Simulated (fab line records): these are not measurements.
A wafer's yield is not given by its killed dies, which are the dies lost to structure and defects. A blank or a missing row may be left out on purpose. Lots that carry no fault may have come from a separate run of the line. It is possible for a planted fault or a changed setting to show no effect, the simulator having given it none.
Which tool did it?	flow nand harc	23 lots with 69 wafers sampled at 6 steps, on a route of 1302 steps

WHAT EACH GAUGE READ, for each wafer
No reading from a measuring or inspecting step in the record can be judged against a usual standard deviation.

WHICH TOOL RAN EACH LOT (tool, then ch and the chambers of the sampled wafers, then the start)
lot	NHARC_A_STAIRCASE_ETCH_19	NHARC_A_STAIRCASE_TRIM_200	NHARC_A_STAIRCASE_DESCUM_219	NHARC_A_STAIRCASE_TRIM_224	NHARC_A_STAIRCASE_ETCH_234	NHARC_A_STAIRCASE_DESCUM_252
L075	rie diel-08 ch 0,2, day 16 08:32 or earlier	rie diel-11 ch 0,2, day 16 08:32 or earlier	rie diel-04 ch 0,2,3, day 16 08:32	rie diel-04 ch 0,2,3, day 16 15:10 or earlier	rie diel-04 ch 0,1, day 16 15:10 or earlier	rie diel-04 ch 0,2,3, day 16 15:10
L074	rie diel-11 ch 1,2,3, day 16 11:46 or earlier	rie diel-11 ch 2,3, day 16 11:46 or earlier	rie diel-11 ch 1,2,3, day 16 11:46	rie diel-11 ch 0,2,3, day 16 15:47 or earlier	rie diel-04 ch 0,2, day 16 15:47 or earlier	rie diel-04 ch 0,2,3, day 16 15:47
L076	rie diel-11 ch 0,2,3, day 17 00:30 or earlier	rie diel-04 ch 0,3, day 17 00:30 or earlier	rie diel-04 ch 0,3, day 17 00:30	rie diel-04 ch 1,2,3, day 17 04:14 or earlier	rie diel-11 ch 0,1,3, day 17 04:14 or earlier	rie diel-08 ch 0,1,2, day 17 04:14
L077	rie diel-04 ch 1,2, day 17 11:25 or earlier	rie diel-08 ch 0,2,3, day 17 11:25 or earlier	rie diel-08 ch 0,2,3, day 17 11:25	rie diel-08 ch 0,2, day 17 15:04 or earlier	rie diel-11 ch 2,3, day 17 15:04 or earlier	rie diel-04 ch 1,2,3, day 17 15:04
L079	rie diel-08 ch 0,1,2, day 18 13:08 or earlier	rie diel-11 ch 0,1, day 18 13:08 or earlier	rie diel-04 ch 0,2, day 18 13:08	rie diel-04 ch 0,1,3, day 18 16:44 or earlier	rie diel-04 ch 0,1,3, day 18 16:44 or earlier	rie diel-04 ch 1,2,3, day 18 16:44
L078	rie diel-04 ch 1,2, day 18 13:35 or earlier	rie diel-04 ch 0,3, day 18 13:35 or earlier	rie diel-11 ch 0,2,3, day 18 13:35	rie diel-11 ch 0,3, day 18 17:37 or earlier	rie diel-11 ch 0,3, day 18 17:37 or earlier	rie diel-04 ch 2,3, day 18 17:37
L080	rie diel-11 ch 1,2, day 19 05:40 or earlier	rie diel-08 ch 0,1,3, day 19 05:40 or earlier	rie diel-08 ch 0,2,3, day 19 05:40	rie diel-08 ch 0,2, day 19 12:24 or earlier	rie diel-08 ch 2,3, day 19 12:24 or earlier	rie diel-04 ch 0,1,3, day 19 12:24
L082	rie diel-08 ch 0,2, day 19 06:23 or earlier	rie diel-04 ch 0,1,2, day 19 06:23 or earlier	rie diel-04 ch 0,1,2, day 19 06:23	rie diel-04 ch 0,2,3, day 19 13:03 or earlier	rie diel-08 ch 2,3, day 19 13:03 or earlier	rie diel-11 ch 0,1, day 19 13:03
L081	rie diel-08 ch 0,1,2, day 19 06:31 or earlier	rie diel-04 ch 1,2,3, day 19 06:31 or earlier	rie diel-08 ch 0,2,3, day 19 06:31	rie diel-08 ch 0,1,2, day 19 13:13 or earlier	rie diel-11 ch 0,2,3, day 19 13:13 or earlier	rie diel-04 ch 0,1,2, day 19 13:13
L083	rie diel-04 ch 0,1,3, day 20 01:42 or earlier	rie diel-04 ch 0,2,3, day 20 01:42 or earlier	rie diel-04 ch 2,3, day 20 01:42	rie diel-04 ch 0,2, day 20 05:26 or earlier	rie diel-04 ch 0,1, day 20 05:26 or earlier	rie diel-08 ch 1,2,3, day 20 05:26
L086	rie diel-08 ch 0,1,2, day 20 13:19 or earlier	rie diel-11 ch 1,2,3, day 20 13:19 or earlier	rie diel-04 ch 0,1,2, day 20 13:19	rie diel-04 ch 0,2,3, day 20 17:00 or earlier	rie diel-04 ch 0,1,3, day 20 17:00 or earlier	rie diel-08 ch 0,1, day 20 17:00
L085	rie diel-04 ch 0,2,3, day 20 12:50 or earlier	rie diel-04 ch 0,2,3, day 20 12:50 or earlier	rie diel-08 ch 1,2,3, day 20 12:50	rie diel-08 ch 0,1,2, day 20 16:33 or earlier	rie diel-11 ch 0,2, day 20 16:33 or earlier	rie diel-04 ch 0,3, day 20 16:33
L084	rie diel-11 ch 1,2, day 20 13:29 or earlier	rie diel-11 ch 0,1, day 20 13:29 or earlier	rie diel-08 ch 1,2,3, day 20 13:29	rie diel-08 ch 1,2, day 20 17:15 or earlier	rie diel-08 ch 0,1,2, day 20 17:15 or earlier	rie diel-04 ch 0,1,2, day 20 17:15
L087	rie diel-11 ch 0,1, day 20 23:54 or earlier	rie diel-08 ch 0,1, day 20 23:54 or earlier	rie diel-08 ch 0,1,2, day 20 23:54	rie diel-08 ch 1,2,3, day 21 03:39 or earlier	rie diel-08 ch 0,1,3, day 21 03:39 or earlier	rie diel-11 ch 0,2,3, day 21 03:39
L089	rie diel-04 ch 0,1,3, day 22 08:50 or earlier	rie diel-08 ch 0,1,3, day 22 08:50 or earlier	rie diel-11 ch 0,2,3, day 22 08:50	rie diel-11 ch 0,2,3, day 22 12:40 or earlier	rie diel-08 ch 1,2,3, day 22 12:40 or earlier	rie diel-08 ch 0,2,3, day 22 12:40
L090	rie diel-08 ch 0,2,3, day 22 09:17 or earlier	rie diel-11 ch 2,3, day 22 09:17 or earlier	rie diel-04 ch 0,2,3, day 22 09:17	rie diel-04 ch 0,3, day 22 13:05 or earlier	rie diel-08 ch 0,2,3, day 22 13:05 or earlier	rie diel-04 ch 0,1,2, day 22 13:05
L088	rie diel-11 ch 0,2,3, day 22 10:24 or earlier	rie diel-08 ch 0,1,3, day 22 10:24 or earlier	rie diel-04 ch 1,2,3, day 22 10:24	rie diel-04 ch 0,1,2, day 22 13:58 or earlier	rie diel-11 ch 0,1,3, day 22 13:58 or earlier	rie diel-08 ch 0,3, day 22 13:58
L091	rie diel-08 ch 0,1,2, day 23 11:04 or earlier	rie diel-08 ch 1,2,3, day 23 11:04 or earlier	rie diel-11 ch 0,1,3, day 23 11:04	rie diel-11 ch 1,2, day 23 16:00 or earlier	rie diel-11 ch 1,3, day 23 16:00 or earlier	rie diel-11 ch 1,2,3, day 23 16:00
L093	rie diel-11 ch 0,2, day 23 22:13 or earlier	rie diel-04 ch 0,1,3, day 23 22:13 or earlier	rie diel-04 ch 1,2, day 23 22:13	rie diel-04 ch 0,2, day 24 01:53 or earlier	rie diel-04 ch 0,2,3, day 24 01:53 or earlier	rie diel-11 ch 0,3, day 24 01:53
L092	rie diel-08 ch 0,1, day 23 22:47 or earlier	rie diel-04 ch 0,3, day 23 22:47 or earlier	rie diel-11 ch 1,2,3, day 23 22:47	rie diel-11 ch 0,2,3, day 24 02:30 or earlier	rie diel-11 ch 0,1,3, day 24 02:30 or earlier	rie diel-11 ch 0,3, day 24 02:30
L094	rie diel-04 ch 0,1,3, day 24 08:54 or earlier	rie diel-04 ch 1,2,3, day 24 08:54 or earlier	rie diel-08 ch 0,2, day 24 08:54	rie diel-08 ch 1,3, day 24 12:37 or earlier	rie diel-11 ch 0,1,2, day 24 12:37 or earlier	rie diel-11 ch 1,3, day 24 12:37
L095	rie diel-08 ch 1,2,3, day 24 21:56 or earlier	rie diel-04 ch 0,1,2, day 24 21:56 or earlier	rie diel-11 ch 0,2, day 24 21:56	rie diel-11 ch 0,1,3, day 25 02:02 or earlier	rie diel-08 ch 0,3, day 25 02:02 or earlier	rie diel-04 ch 1,2,3, day 25 02:02
L097	rie diel-04 ch 0,1,3, day 25 06:29 or earlier	rie diel-08 ch 0,2,3, day 25 06:29 or earlier	rie diel-11 ch 2,3, day 25 06:29	rie diel-11 ch 0,2,3, day 25 13:01 or earlier	rie diel-04 ch 0,2,3, day 25 13:01 or earlier	rie diel-04 ch 0,1,2, day 25 13:01
- NHARC_A_STAIRCASE_ETCH_19: etches the open film in C4F8/O2, target depth 100 nm, time 40.5 s.
- NHARC_A_STAIRCASE_TRIM_200: chemistry O2, time 211.2 s.
- NHARC_A_STAIRCASE_DESCUM_219: chemistry O2, time 3 s.
- NHARC_A_STAIRCASE_TRIM_224: chemistry O2, time 211.2 s.
- NHARC_A_STAIRCASE_ETCH_234: etches the open film in C4F8/O2, target depth 100 nm, time 40.5 s.
- NHARC_A_STAIRCASE_DESCUM_252: chemistry O2, time 3 s.

AS READ BY THE TOOLS THEMSELVES (means over the sampled wafers that have a number; for cases with no such wafer, the mark the record gives instead)
NHARC_A_STAIRCASE_ETCH_19.
lot	tool	oes product au (a.u.)	rf vpp V (V)
L075	rie diel-08	0.926	894.4
L074	rie diel-11	0.938	893.0
L076	rie diel-11	0.946	893.2
L077	rie diel-04	0.938	893.8
L079	rie diel-08	0.940	894.6
L078	rie diel-04	0.941	893.9
L080	rie diel-11	0.946	891.0
L082	rie diel-08	0.937	895.0
L081	rie diel-08	0.937	894.4
L083	rie diel-04	0.950	893.3
L086	rie diel-08	0.943	893.7
L085	rie diel-04	0.943	892.1
L084	rie diel-11	0.934	891.5
L087	rie diel-11	0.946	894.5
L089	rie diel-04	0.937	891.9
L090	rie diel-08	0.951	892.1
L088	rie diel-11	0.940	891.6
L091	rie diel-08	0.942	894.0
L093	rie diel-11	0.949	892.9
L092	rie diel-08	0.937	893.4
L094	rie diel-04	0.944	892.7
L095	rie diel-08	0.944	891.3
L097	rie diel-04	0.929	892.4

NHARC_A_STAIRCASE_TRIM_200.
lot	tool	drypump motor current A (A)	oes product au (a.u.)	rf vpp V (V)	showerhead plenum p Torr (Torr)	throttle valve pct (%)
L075	rie diel-11	6.1	1.001	58.5	3.44	17.040
L074	rie diel-11	6.2	1.006	58.3	3.41	17.037
L076	rie diel-04	5.9	0.996	57.1	3.41	17.052
L077	rie diel-08	5.8	1.003	57.6	3.45	17.040
L079	rie diel-11	5.6	0.988	58.5	3.51	17.039
L078	rie diel-04	5.9	1.002	57.5	3.41	17.042
L080	rie diel-08	5.4	1.012	57.2	3.44	17.032
L082	rie diel-04	6.3	1.007	58.1	3.46	17.041
L081	rie diel-04	6.0	1.003	57.8	3.40	17.039
L083	rie diel-04	6.2	0.999	57.2	3.41	17.030
L086	rie diel-11	6.0	0.990	57.3	3.42	17.037
L085	rie diel-04	6.3	1.006	57.3	3.41	17.032
L084	rie diel-11	5.7	0.996	57.5	3.48	17.039
L087	rie diel-08	5.1	0.999	58.3	3.49	17.042
L089	rie diel-08	5.4	1.007	57.4	3.42	17.038
L090	rie diel-11	6.2	0.999	57.6	3.38	17.037
L088	rie diel-08	5.4	0.998	57.7	3.42	17.037
L091	rie diel-08	5.6	1.011	57.3	3.41	17.036
L093	rie diel-04	6.0	1.006	57.8	3.44	17.033
L092	rie diel-04	6.2	0.995	57.5	3.46	17.042
L094	rie diel-04	6.1	1.006	56.5	3.38	17.034
L095	rie diel-04	6.3	0.992	57.7	3.44	17.032
L097	rie diel-08	5.8	1.005	57.9	3.42	17.037

NHARC_A_STAIRCASE_DESCUM_219.
lot	tool	drypump motor current A (A)	oes product au (a.u.)	rf vpp V (V)	showerhead plenum p Torr (Torr)	throttle valve pct (%)
L075	rie diel-04	6.2	0.995	58.8	1.85	11.313
L074	rie diel-11	6.0	1.006	57.5	1.86	11.316
L076	rie diel-04	6.2	0.999	57.5	1.88	11.311
L077	rie diel-08	5.8	1.009	57.9	1.87	11.301
L079	rie diel-04	6.6	1.003	58.2	1.85	11.309
L078	rie diel-11	5.9	0.995	57.7	1.87	11.307
L080	rie diel-08	5.8	1.010	56.8	1.87	11.309
L082	rie diel-04	6.3	1.006	56.7	1.87	11.308
L081	rie diel-08	5.8	1.003	57.4	1.87	11.304
L083	rie diel-04	6.0	0.999	57.5	1.80	11.313
L086	rie diel-04	6.3	1.011	58.3	1.87	11.310
L085	rie diel-08	5.6	1.005	57.9	1.85	11.307
L084	rie diel-08	5.6	1.004	57.8	1.85	11.307
L087	rie diel-08	5.3	0.999	58.2	1.88	11.303
L089	rie diel-11	5.9	0.996	57.3	1.86	11.310
L090	rie diel-04	6.2	1.017	57.3	1.84	11.320
L088	rie diel-04	6.0	1.005	57.9	1.83	11.306
L091	rie diel-11	5.7	0.995	57.3	1.87	11.318
L093	rie diel-04	6.4	1.001	57.2	1.83	11.318
L092	rie diel-11	6.0	1.000	57.4	1.84	11.307
L094	rie diel-08	5.5	1.011	57.7	1.89	11.316
L095	rie diel-11	5.8	1.001	57.2	1.87	11.298
L097	rie diel-11	6.1	0.995	57.2	1.83	11.314

NHARC_A_STAIRCASE_TRIM_224.
lot	tool	drypump motor current A (A)	oes product au (a.u.)	rf vpp V (V)	showerhead plenum p Torr (Torr)	throttle valve pct (%)
L075	rie diel-04	6.3	0.997	57.0	3.42	17.042
L074	rie diel-11	5.9	1.007	57.5	3.46	17.034
L076	rie diel-04	6.0	1.004	56.7	3.40	17.033
L077	rie diel-08	5.7	1.007	57.6	3.50	17.033
L079	rie diel-04	6.0	1.006	57.9	3.46	17.031
L078	rie diel-11	5.6	0.994	57.2	3.50	17.041
L080	rie diel-08	5.7	1.008	57.7	3.50	17.034
L082	rie diel-04	6.3	1.001	56.8	3.41	17.040
L081	rie diel-08	5.3	0.994	57.5	3.49	17.036
L083	rie diel-04	6.5	1.011	56.9	3.41	17.037
L086	rie diel-04	6.3	1.004	57.1	3.41	17.039
L085	rie diel-08	5.3	0.989	57.9	3.48	17.032
L084	rie diel-08	5.2	0.993	58.1	3.47	17.035
L087	rie diel-08	5.6	0.999	56.8	3.42	17.033
L089	rie diel-11	5.9	0.998	57.2	3.43	17.034
L090	rie diel-04	5.9	1.007	58.1	3.39	17.042
L088	rie diel-04	6.4	1.004	57.7	3.45	17.029
L091	rie diel-11	6.0	0.997	56.9	3.41	17.038
L093	rie diel-04	6.6	0.989	58.3	3.46	17.025
L092	rie diel-11	5.9	1.006	57.5	3.42	17.039
L094	rie diel-08	5.3	1.003	57.4	3.40	17.046
L095	rie diel-11	5.8	0.999	57.5	3.45	17.038
L097	rie diel-11	5.9	1.003	57.6	3.42	17.037

NHARC_A_STAIRCASE_ETCH_234.
lot	tool	oes product au (a.u.)	rf vpp V (V)
L075	rie diel-04	0.949	896.1
L074	rie diel-04	0.945	894.8
L076	rie diel-11	0.949	893.8
L077	rie diel-11	0.956	891.2
L079	rie diel-04	0.946	893.0
L078	rie diel-11	0.935	893.1
L080	rie diel-08	0.940	891.8
L082	rie diel-08	0.961	889.8
L081	rie diel-11	0.925	892.4
L083	rie diel-04	0.937	896.8
L086	rie diel-04	0.947	893.8
L085	rie diel-11	0.946	891.4
L084	rie diel-08	0.940	893.9
L087	rie diel-08	0.942	892.3
L089	rie diel-08	0.949	892.1
L090	rie diel-08	0.956	892.0
L088	rie diel-11	0.933	893.4
L091	rie diel-11	0.953	892.4
L093	rie diel-04	0.940	890.9
L092	rie diel-11	0.953	894.0
L094	rie diel-11	0.944	892.8
L095	rie diel-08	0.964	890.1
L097	rie diel-04	0.946	891.2

NHARC_A_STAIRCASE_DESCUM_252.
lot	tool	drypump motor current A (A)	oes product au (a.u.)	rf vpp V (V)	showerhead plenum p Torr (Torr)	throttle valve pct (%)
L075	rie diel-04	6.2	0.999	57.9	1.85	11.304
L074	rie diel-04	6.3	0.995	57.7	1.85	11.317
L076	rie diel-08	5.4	1.000	57.4	1.89	11.316
L077	rie diel-04	6.0	0.999	57.6	1.84	11.316
L079	rie diel-04	6.1	0.999	57.5	1.84	11.318
L078	rie diel-04	5.9	1.001	56.8	1.81	11.312
L080	rie diel-04	5.9	1.004	57.1	1.87	11.314
L082	rie diel-11	5.7	1.000	57.3	1.89	11.309
L081	rie diel-04	6.3	0.999	57.8	1.87	11.309
L083	rie diel-08	5.6	1.000	57.1	1.85	11.315
L086	rie diel-08	5.0	0.990	57.8	1.88	11.316
L085	rie diel-04	5.9	0.992	57.2	1.84	11.307
L084	rie diel-04	6.3	1.007	57.6	1.87	11.307
L087	rie diel-11	5.9	0.994	57.6	1.86	11.307
L089	rie diel-08	5.8	1.000	57.8	1.86	11.305
L090	rie diel-04	6.3	1.007	57.6	1.87	11.306
L088	rie diel-08	5.8	1.008	58.0	1.83	11.311
L091	rie diel-11	6.1	0.996	57.4	1.84	11.312
L093	rie diel-11	5.6	1.001	57.9	1.88	11.313
L092	rie diel-11	5.6	1.000	58.1	1.88	11.302
L094	rie diel-11	5.9	0.991	57.6	1.85	11.305
L095	rie diel-04	6.0	1.000	57.5	1.82	11.318
L097	rie diel-04	6.3	1.003	57.9	1.86	11.313

THE ANSWER, worked out from the rows above alone
Rule: the lots themselves supply what counts as usual. Put in order of their means at a reading, lots are off if they are a third of the lots or fewer, leave a main group of 4 or more, and stand apart from it by a gap of 3 or more times the standard deviation of the main group's means; of several such gaps the widest counts. Not used: any main group whose means are identical at the precision the tables above print for the reading. A lot without any number at a reading at which 4 lots or more have one is off too. Where the step has rows for the other lots, those lots are counted as sound. After the gauges, taken in route order, come the tools' own readings; for these a lot's mean is taken, as printed above. At the first step where some lot is off, the reading lying furthest off is the one used; lots without a number count as furthest.
No lot is off at any reading shown: from this, nothing can be told.

WHAT WAS PUT IN BY THE SIMULATOR
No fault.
